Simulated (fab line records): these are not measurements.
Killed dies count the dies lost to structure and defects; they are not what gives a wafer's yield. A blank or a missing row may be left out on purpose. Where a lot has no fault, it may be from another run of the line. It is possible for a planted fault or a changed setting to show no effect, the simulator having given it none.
2 desks looking at one fault	flow nandHarc	each desk holds nothing but its own numbers, with what lay behind them at the end

THE TOOL OWNER'S DESK: rieDiel-04
The tool's own readings at NHARC_A_M1_ETCH_15 (etches the open film in C4F8/Ar, target depth 182.5 nm, time 91.2 s): means of the sampled wafers that have a number, for each lot that ran on this tool. A lot is out of limits, marked OUT, if its mean lies more than 4 standard deviations from the usual mean; the brackets give that distance.
Columns: A = oesProductAu at NHARC_A_M1_ETCH_15, usual 0.952 a.u.; B = rfFwdPowerW at NHARC_A_M1_ETCH_15, usual 595.7 W; C = rfVppV at NHARC_A_M1_ETCH_15, usual 442.0 V; D = runLengthS at NHARC_A_M1_ETCH_15, usual 112.7 s
lot	first seen here	A	B	C	D
L138	day 23 18:21	0.964	595.9	441.6	112.1
L140	day 24 07:51	0.980	594.6	442.2	112.7
L144	day 26 15:20	0.921	596.0	442.1	112.5
L151	day 29 00:59	0.948	596.3	441.6	108.3 (-10) OUT
L153	day 30 02:11	0.921	595.7	442.4	104.6 (-18) OUT
Finding of this desk: L151, L153 out of limits; the first was L151 at day 29 00:59, on runLengthS at NHARC_A_M1_ETCH_15. L138, L140, L144 stayed within limits.

THE METROLOGY DESK
Lot by lot, what the gauges showed, no matter which tool ran the lot: averages of those sampled wafers that carry a number. A lot is out of limits, marked OUT, if its mean lies more than 4 standard deviations from the usual mean; the brackets give that distance.
Columns: A = cdNm at NHARC_A_M1_CD_MEAS_16, usual 120.0 nm
lot	first seen here	A
L136	day 22 06:40	119.3
L138	day 23 18:28	119.6
L137	day 23 20:26	119.6
L140	day 24 07:59	119.7
L143	day 26 13:20	119.6
L144	day 26 15:28	119.8
L147	day 27 16:36	120.7
L145	day 28 02:40	120.5
L149	day 28 05:11	119.5
L151	day 29 01:07	119.9
L153	day 30 02:18	120.2
L158	day 31 10:25	120.0
L157	day 31 14:21	119.8
L159	day 33 07:16	119.5
This desk found nothing out of limits on any of the 14 lots.

BROUGHT TOGETHER
The tool owner's desk had the chance to raise an alarm at day 29 00:59 on L151, L153.
The metrology desk saw nothing out of limits.
The metrology desk holds a record of L151, L153, inside its limits.
All the named lots went through NHARC_A_M1_ETCH_15 on rieDiel-04.

WHAT WAS PUT IN BY THE SIMULATOR
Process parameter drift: rieDiel-04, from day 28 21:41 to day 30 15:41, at NHARC_A_M1_ETCH_15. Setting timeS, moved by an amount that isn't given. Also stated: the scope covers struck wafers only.
Struck lots among those shown: L151, L153.
How many hours passed from the start of the fault until each desk's first out-of-limits reading: the tool owner's desk, 3.
